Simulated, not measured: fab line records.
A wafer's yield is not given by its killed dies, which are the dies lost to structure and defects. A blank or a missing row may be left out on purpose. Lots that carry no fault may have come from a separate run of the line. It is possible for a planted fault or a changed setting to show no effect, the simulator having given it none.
The same fault as seen by 3 desks	flow nandHarc	numbers are kept per desk, each desk with only its own; the story behind them comes last

== FOR THE TOOL OWNER'S DESK: pecvdOnon-01 ==
The tool's own readings at NHARC_A_ONON_D1_DEP_16 (target thk 1000 nm): means of the sampled wafers that have a number, for each lot that ran on this tool. Marked OUT: a lot whose mean sits more than 4 standard deviations from the usual mean, which makes it out of limits; the brackets give that distance.
Columns: A = n2FlowSccm at NHARC_A_ONON_D1_DEP_16, usual 2749 sccm
lot	first seen here	A
L458	day 8 18:19	2752
L461	day 10 12:32	2749
L468	day 12 19:25	2740
L473	day 15 00:58	2737
L476	day 16 09:59	2752
This desk's finding: nothing out of limits on any of the 5 lots.

== METROLOGY DESK ==
Lot by lot, what the gauges showed, no matter which tool ran the lot: averages of those sampled wafers that carry a number. Marked OUT: a lot whose mean sits more than 4 standard deviations from the usual mean, which makes it out of limits; the brackets give that distance.
Columns: A = thkNm at NHARC_A_ONON_D1_THK_MEAS_18, usual 1001 nm
lot	first seen here	A
L456	day 8 13:59	1012
L457	day 8 18:40	989
L458	day 8 18:50	1008
L459	day 10 13:02	1002
L461	day 10 13:03	998
L462	day 10 13:23	985
L464	day 11 10:32	1003
L465	day 11 21:17	1004
L466	day 12 13:16	984
L467	day 12 13:26	985
L468	day 12 19:55	989
L473	day 15 01:25	880 (-12) OUT
L474	day 15 13:49	1013
L476	day 16 10:26	733 (-27) OUT
This desk's finding: out of limits on L473, L476; first on L473, day 15 01:25 (thkNm at NHARC_A_ONON_D1_THK_MEAS_18). L456, L457, L458, L459, L461, L462, L464, L465, L466, L467, L468, L474 stayed within limits.

== THE DEFECT DESK ==
Counts from the inspections along the route, per lot, as means over the sampled wafers that have a number. Marked OUT: a lot whose mean sits more than 4 standard deviations from the usual mean, which makes it out of limits; the brackets give that distance.
Columns: A = rawDefectCount at NHARC_A_ONON_D1_INSPECT_32, usual 80
lot	first seen here	A
L456	day 8 16:49	100
L457	day 8 21:28	81
L458	day 8 21:46	73
L459	day 10 15:52	78
L461	day 10 16:07	79
L462	day 10 16:13	92
L464	day 11 13:30	88
L465	day 12 00:09	114
L466	day 12 16:04	59
L467	day 12 16:20	65
L468	day 12 22:49	92
L473	day 15 04:15	86
L474	day 15 16:46	80
L476	day 16 13:14	101
This desk's finding: nothing out of limits on any of the 14 lots.

== TAKEN TOGETHER ==
Metrology desk: alarm possible at day 15 01:25 on L473, L476.
The desk of the tool owner found nothing out of limits.
No out-of-limits result turned up at the defect desk.
Tool owner's desk: L473, L476 on record, inside its limits.
The defect desk has L473, L476 on record, within its limits.
NHARC_A_ONON_D1_DEP_16 was run on pecvdOnon-01 by each of the lots named.

== WHAT THE SIMULATOR HAD PUT IN ==
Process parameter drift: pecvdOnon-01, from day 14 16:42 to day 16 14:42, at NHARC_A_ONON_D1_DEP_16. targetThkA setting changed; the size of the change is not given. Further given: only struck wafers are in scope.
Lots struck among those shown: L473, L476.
Time in hours between the start of the fault and the first out-of-limits reading at each desk: metrology desk, 9.
